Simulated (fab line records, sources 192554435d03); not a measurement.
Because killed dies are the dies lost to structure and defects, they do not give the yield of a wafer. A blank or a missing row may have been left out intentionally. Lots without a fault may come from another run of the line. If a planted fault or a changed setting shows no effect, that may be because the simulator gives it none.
Matching of chambers -- flow n5Finfet -- N5_BEOL_M9_ALD_74 on aldMetal-01: 4 sister chambers
The step deposits TaN, target thk 2 nm, pulse time 2 s, purge time 3 s. 8 wafers are shown with their chamber, then 7 later ones without.

== WAFERS, EACH WITH ITS CHAMBER ==
wafer,chamber,heaterPowerW (W)
L079.5,0,431
L091.3,0,429
L091.4,2,457
L092.2,3,444
L092.4,1,490
L092.6,3,443
L095.1,2,455
L095.2,1,484

== WAFERS WHOSE CHAMBER IS MISSING ==
wafer,heaterPowerW (W)
L095.4,427
L096.2,426
L096.3,423
L096.4,446
L097.2,456
L097.3,430
L097.6,471

== EACH ONE'S CHAMBER ==
wafer,from the rows above,in truth
L095.4,0,0
L096.2,0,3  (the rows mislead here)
L096.3,0,0
L096.4,3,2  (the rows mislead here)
L097.2,2,2
L097.3,0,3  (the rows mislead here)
L097.6,can't be placed: 2 or 1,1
Correctly placed: 3 of 7. Not placeable from these rows: 1 (in 1, the candidates include the true chamber). Number placed wrongly: 3.
How it was worked out, from the rows above alone: a wafer's distance from a chamber is the root of the sum, over the readings, of the square of ((its reading less the chamber's mean) divided by the reading's scatter). The wafer belongs to the nearest chamber; if the next one is less than 2 further off, it can't be placed. A chamber's mean is the mean of its shown wafers. The scatter is the square root of a quotient: the sum, over the shown wafers, of each reading's squared deviation from its chamber's mean, divided by wafers minus chambers.
